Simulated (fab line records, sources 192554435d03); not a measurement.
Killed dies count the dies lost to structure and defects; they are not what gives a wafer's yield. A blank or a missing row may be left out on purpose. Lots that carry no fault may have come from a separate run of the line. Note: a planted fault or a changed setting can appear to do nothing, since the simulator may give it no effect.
Which of the tools did it?    flow n5_finfet    20 lots, 60 wafers sampled, at 2 steps of a route of 1938

== WHAT EACH GAUGE READ, for each wafer ==
N5_BEOL_M11_INSPECT_30: inspects for defects (brightfield).
lot   measured      on                 raw_defect_count
L075  day 11 13:29  defect_inspect-02  549 563 378
L074  day 11 15:40  defect_inspect-01  364 596 540
L076  day 12 02:56  defect_inspect-01  410 425 253
L077  day 12 06:32  defect_inspect-02  431 344 432
L078  day 12 11:10  defect_inspect-02  793 519 606
L080  day 12 13:50  defect_inspect-01  554 503 609
L081  day 13 17:34  defect_inspect-01  296 348 380
L082  day 14 04:51  defect_inspect-01  368 440 521
L084  day 14 04:41  defect_inspect-02  296 530 416
L088  day 14 06:43  defect_inspect-02  378 523 548
L085  day 14 12:26  defect_inspect-02  499 456 422
L086  day 14 21:47  defect_inspect-02  417 503 501
L089  day 15 04:03  defect_inspect-02  536 620 441
L092  day 15 09:52  defect_inspect-02  765 632 581
L091  day 15 17:28  defect_inspect-02  640 572 400
L093  day 16 01:14  defect_inspect-02  450 391 479
L094  day 16 03:01  defect_inspect-01  484 446 354
L095  day 16 10:38  defect_inspect-01  433 409 474
L096  day 17 05:46  defect_inspect-02  369 399 521
L097  day 17 14:35  defect_inspect-02  476 409 287

== TOOL THAT RAN EACH LOT (tool first, then ch and the chambers of the sampled wafers, then the start) ==
lot   N5_BEOL_M10_TRENCH_ETCH_37
L075  rie_diel-01 ch 0,1,2, day 11 13:29 or earlier
L074  rie_diel-01 ch 1,2,3, day 11 15:40 or earlier
L076  rie_diel-01 ch 1,2,3, day 12 02:56 or earlier
L077  rie_diel-06 ch 0,1,3, day 12 06:32 or earlier
L078  rie_diel-06 ch 0,2,3, day 12 11:10 or earlier
L080  rie_diel-03 ch 0,1,3, day 12 13:50 or earlier
L081  rie_diel-06 ch 1,3, day 13 17:34 or earlier
L082  rie_diel-03 ch 0,1,3, day 14 04:51 or earlier
L084  rie_diel-01 ch 0,1,3, day 14 04:41 or earlier
L088  rie_diel-01 ch 0,1,3, day 14 06:43 or earlier
L085  rie_diel-03 ch 0,1,3, day 14 12:26 or earlier
L086  rie_diel-01 ch 0,3, day 14 21:47 or earlier
L089  rie_diel-01 ch 1,2, day 15 04:03 or earlier
L092  rie_diel-01 ch 0,1,2, day 15 09:52 or earlier
L091  rie_diel-06 ch 0,1,2, day 15 17:28 or earlier
L093  rie_diel-06 ch 0,2,3, day 16 01:14 or earlier
L094  rie_diel-01 ch 0,1,2, day 16 03:01 or earlier
L095  rie_diel-06 ch 0,2,3, day 16 10:38 or earlier
L096  rie_diel-01 ch 1,3, day 17 05:46 or earlier
L097  rie_diel-06 ch 0,3, day 17 14:35 or earlier
- N5_BEOL_M10_TRENCH_ETCH_37: etches SiCOH lowk in C4F6/O2, target depth 148.83 nm, time 48 s.

== AS READ BY THE TOOLS THEMSELVES (means over the sampled wafers that have a number; for cases with no such wafer, the mark the record gives instead) ==
N5_BEOL_M10_TRENCH_ETCH_37.
lot   tool         bias_w (W)  chamber_pressure_mTorr (mTorr)  drypump_motor_current_A (A)  mfc_ar_sccm (sccm)  oes_f_703_au (a.u.)  oes_o_777_au (a.u.)  oes_product_au (a.u.)  rf_vpp_V (V)  showerhead_plenum_p_Torr (Torr)  throttle_valve_pct (%)
L075  rie_diel-01  185.0       30.002                          5.5                          299.3               0.70                 0.70                 0.69                   661           2.82                             21.19
L074  rie_diel-01  184.9       30.003                          5.5                          299.8               0.70                 0.70                 0.69                   659           2.77                             21.15
L076  rie_diel-01  185.3       29.969                          5.5                          300.1               0.70                 0.70                 0.69                   659           2.77                             21.17
L077  rie_diel-06  185.1       30.009                          5.8                          300.1               0.81                 0.81                 0.83                   665           2.76                             20.88
L078  rie_diel-06  184.8       29.989                          5.8                          300.7               0.81                 0.82                 0.82                   674           2.80                             20.96
L080  rie_diel-03  184.7       29.993                          5.9                          299.0               0.81                 0.82                 0.81                   669           2.87                             20.95
L081  rie_diel-06  185.8       30.017                          5.6                          299.5               0.83                 0.81                 0.84                   660           2.77                             20.97
L082  rie_diel-03  184.7       29.984                          5.9                          300.3               0.80                 0.80                 0.80                   670           2.87                             20.98
L084  rie_diel-01  184.5       30.005                          5.5                          300.5               0.78                 0.79                 0.79                   671           2.92                             21.04
L088  rie_diel-01  184.9       29.990                          5.4                          300.0               0.78                 0.78                 0.78                   670           2.92                             21.06
L085  rie_diel-03  185.0       30.003                          5.9                          299.2               0.79                 0.80                 0.79                   669           2.87                             20.98
L086  rie_diel-01  185.7       30.008                          5.5                          299.7               0.67                 0.66                 0.68                   670           2.88                             21.03
L089  rie_diel-01  185.5       29.988                          5.5                          301.1               0.96                 0.98                 0.94                   665           2.95                             21.02
L092  rie_diel-01  185.2       29.991                          5.5                          299.4               0.85                 0.86                 0.86                   665           2.92                             20.98
L091  rie_diel-06  183.9       30.031                          5.8                          299.9               0.79                 0.80                 0.80                   671           2.78                             20.72
L093  rie_diel-06  184.7       29.999                          5.8                          300.0               0.78                 0.78                 0.79                   673           2.79                             20.99
L094  rie_diel-01  185.1       29.995                          5.5                          300.0               0.84                 0.84                 0.83                   666           2.91                             20.99
L095  rie_diel-06  185.2       29.984                          5.8                          299.8               0.77                 0.77                 0.79                   673           2.79                             20.99
L096  rie_diel-01  186.0       29.997                          5.4                          300.0               0.91                 0.92                 0.91                   668           2.86                             20.79
L097  rie_diel-06  184.7       29.973                          5.8                          300.0               0.76                 0.75                 0.77                   668           2.75                             21.20

== THE ANSWER, worked out from the rows above alone ==
Rule: usual is defined by the lots themselves. Put in order of their means at a reading, lots are off if they are a third of the lots or fewer, leave a main group of 4 or more, and stand apart from it by a gap of 3 or more times the standard deviation of the main group's means; of several such gaps the widest counts. Not used: any main group whose means are identical at the precision the tables above print for the reading. Also off: a lot with no number at a reading for which 4 or more lots have one. Where the step has rows for the other lots, those lots are counted as sound. Order of review: gauges by route order, followed by the tools' own readings, for which a lot's mean as printed above is used. The first step at which some lot is off is used, and at that step the reading that is off furthest; a lot without a number counts as furthest.
None of the lots is off at any reading shown; this tells nothing.

== WHAT HAD BEEN PUT IN BY THE SIMULATOR ==
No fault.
